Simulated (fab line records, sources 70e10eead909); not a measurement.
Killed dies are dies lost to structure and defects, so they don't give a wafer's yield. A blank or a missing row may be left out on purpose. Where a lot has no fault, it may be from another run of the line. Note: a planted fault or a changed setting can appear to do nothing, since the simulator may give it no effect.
Which tool did it? -- flow nand_harc -- Sampling: 14 lots, 42 wafers, 4 of 1302 route steps

== WHAT EACH GAUGE READ, for each wafer ==
The record lacks any reading of a measuring or inspecting step that a usual standard deviation could be used to judge.

== WHICH TOOL RAN EACH LOT (tool, then ch and the chambers of the sampled wafers, then the start) ==
lot,NHARC_P_CONTACT_CMP_01,NHARC_P_CONTACT_CMP_24,NHARC_P_M0_ETCH_15,NHARC_P_M0_DEP_32
L479,"cmp-02 ch 0,1,2, day 6 00:31","cmp-01 ch 0,1,2, day 6 04:11","rie_diel-04 ch 0,1,3, day 6 05:52","pecvd-02 ch 1,2, day 6 08:29"
L480,"cmp-01 ch 0,2, day 6 10:18","cmp-03 ch 0,2,3, day 6 13:53","rie_diel-04 ch 0,2, day 6 15:34","pecvd-04 ch 0,1, day 6 18:00"
L481,"cmp-03 ch 0,2, day 7 00:00","cmp-02 ch 0,1,3, day 7 03:49","rie_diel-13 ch 1,3, day 7 05:39","pecvd-04 ch 0,2, day 7 08:05"
L482,"cmp-02 ch 0,2,3, day 7 04:58","cmp-01 ch 0,1, day 7 08:37","rie_diel-13 ch 1,2, day 7 10:09","pecvd-02 ch 0,2, day 7 12:38"
L484,"cmp-02 ch 1,2,3, day 7 23:48","cmp-03 ch 1,2,3, day 8 03:56","rie_diel-04 ch 0,2,3, day 8 05:37","pecvd-01 ch 0,1,2, day 8 08:12"
L483,"cmp-02 ch 0,1,2, day 8 09:43","cmp-03 ch 1,2,3, day 8 13:20","rie_diel-13 ch 0,1,3, day 8 14:52","pecvd-01 ch 0,1,2, day 8 17:22"
L485,"cmp-03 ch 0,1,3, day 8 18:02","cmp-03 ch 0,2,3, day 8 21:39","rie_diel-04 ch 1,3, day 8 23:16","pecvd-01 ch 1,2, day 9 02:07"
L486,"cmp-01 ch 1,2,3, day 9 08:01","cmp-03 ch 0,1,2, day 9 11:43","rie_diel-08 ch 1,2, day 9 13:16","pecvd-01 ch 0,1, day 9 15:43"
L487,"cmp-03 ch 0,3, day 9 10:37","cmp-03 ch 1,3, day 9 14:21","rie_diel-13 ch 0,2,3, day 9 15:59","pecvd-04 ch 1,2, day 9 18:26"
L490,"cmp-03 ch 0,3, day 10 13:41","cmp-03 ch 0,1,3, day 10 17:56","rie_diel-08 ch 0,3, day 10 19:33","pecvd-01 ch 0,1,2, day 10 22:02"
L498,"cmp-01 ch 0,1, day 13 15:19","cmp-03 ch 0,2, day 13 19:03","rie_diel-04 ch 1,3, day 13 20:41","pecvd-04 ch 1,2, day 13 23:10"
L499,"cmp-03 ch 0,3, day 14 00:37","cmp-01 ch 1,2, day 14 04:44","rie_diel-08 ch 1,2,3, day 14 06:25","pecvd-04 ch 0,1,2, day 14 08:53"
L501,"cmp-03 ch 0,1,3, day 15 06:07","cmp-03 ch 0,2,3, day 15 09:50","rie_diel-08 ch 0,1,3, day 15 11:22","pecvd-04 ch 0,1, day 15 13:49"
L502,"cmp-01 ch 1,2,3, day 15 12:44","cmp-01 ch 2,3, day 15 16:14","rie_diel-08 ch 0,2,3, day 15 17:55","pecvd-02 ch 0,1, day 15 20:22"
- NHARC_P_CONTACT_CMP_01: polishes SiO2, target thk 200 nm.
- NHARC_P_CONTACT_CMP_24: polishes, t overpolish 30 s, target thk 200 nm.
- NHARC_P_M0_ETCH_15: etches the open film in C4F8/Ar, target depth 150 nm, overetch 15 nm, time 82.5 s.
- NHARC_P_M0_DEP_32: deposits SiCN, target thk 30 nm.

== AS READ BY THE TOOLS THEMSELVES (means over the sampled wafers that have a number; for cases with no such wafer, the mark the record gives instead) ==
NHARC_P_CONTACT_CMP_01.
lot,tool,motor_current_A (A)
L479,cmp-02,11.2
L480,cmp-01,11.9
L481,cmp-03,14.4
L482,cmp-02,11.7
L484,cmp-02,12.3
L483,cmp-02,11.5
L485,cmp-03,12.7
L486,cmp-01,11.7
L487,cmp-03,13.8
L490,cmp-03,13.3
L498,cmp-01,13.5
L499,cmp-03,14.1
L501,cmp-03,13.0
L502,cmp-01,11.6

NHARC_P_CONTACT_CMP_24.
lot,tool,motor_current_A (A),overpolish_run_s (s),time_to_endpoint_s (s)
L479,cmp-01,12.1,29.996,36.6
L480,cmp-03,13.4,30.013,36.2
L481,cmp-02,12.2,30.000,40.0
L482,cmp-01,13.2,30.000,38.4
L484,cmp-03,11.7,30.003,38.3
L483,cmp-03,11.7,30.004,37.6
L485,cmp-03,13.3,30.008,38.1
L486,cmp-03,12.9,30.001,36.3
L487,cmp-03,11.3,30.002,36.1
L490,cmp-03,12.9,29.999,34.3
L498,cmp-03,13.8,30.009,38.1
L499,cmp-01,11.2,29.992,38.3
L501,cmp-03,13.4,29.999,37.9
L502,cmp-01,11.4,30.006,39.7

NHARC_P_M0_ETCH_15.
lot,tool,bias_w (W),chamber_pressure_mTorr (mTorr),oes_product_au (a.u.),rf_vpp_V (V)
L479,rie_diel-04,300.0,24.997,0.928,443.2
L480,rie_diel-04,299.9,25.013,0.926,442.1
L481,rie_diel-13,299.8,25.001,0.972,439.5
L482,rie_diel-13,299.8,24.997,0.973,438.3
L484,rie_diel-04,299.9,25.018,0.962,442.6
L483,rie_diel-13,299.9,25.005,0.971,438.0
L485,rie_diel-04,300.1,25.013,0.974,441.6
L486,rie_diel-08,299.2,25.008,0.967,441.1
L487,rie_diel-13,299.6,24.998,0.969,437.9
L490,rie_diel-08,300.5,25.015,0.970,438.8
L498,rie_diel-04,-,-,-,-
L499,rie_diel-08,-,-,-,-
L501,rie_diel-08,300.8,24.999,0.917,439.3
L502,rie_diel-08,300.1,24.999,0.970,438.8

NHARC_P_M0_DEP_32.
lot,tool,heater_power_w (W)
L479,pecvd-02,525
L480,pecvd-04,541
L481,pecvd-04,630
L482,pecvd-02,593
L484,pecvd-01,610
L483,pecvd-01,637
L485,pecvd-01,628
L486,pecvd-01,672
L487,pecvd-04,568
L490,pecvd-01,601
L498,pecvd-04,615
L499,pecvd-04,581
L501,pecvd-04,533
L502,pecvd-02,553

== THE ANSWER, worked out from the rows above alone ==
Rule: what is usual is taken from the lots themselves. The widest of any qualifying gaps counts: lots, ordered by their means at a reading, are off when they make up no more than a third of the lots, leave a main group of 4 or more, and stand apart from it by 3 or more times the standard deviation of that group's means. A main group is skipped when, at the precision printed for the reading in the tables above, its means are all equal. Also off: a lot with no number at a reading for which 4 or more lots have one. The other lots that the step has rows for count as sound. First the gauges in route order, then the tools' own readings, where a lot's mean is used as printed above. At the first step where some lot is off, the reading lying furthest off is the one used; lots without a number count as furthest.
Off: L498, L499 (NHARC_P_M0_ETCH_15, bias_w). Without a number there: L498, L499. Mean 300.0 W and standard deviation 0.39 in the main group.
If a tool, at that step or one of the process steps before it, ran each lot that is off and ran no sound lot following the first of them, it fits. None of those tried fits.

== WHAT THE SIMULATOR HAD INSERTED ==
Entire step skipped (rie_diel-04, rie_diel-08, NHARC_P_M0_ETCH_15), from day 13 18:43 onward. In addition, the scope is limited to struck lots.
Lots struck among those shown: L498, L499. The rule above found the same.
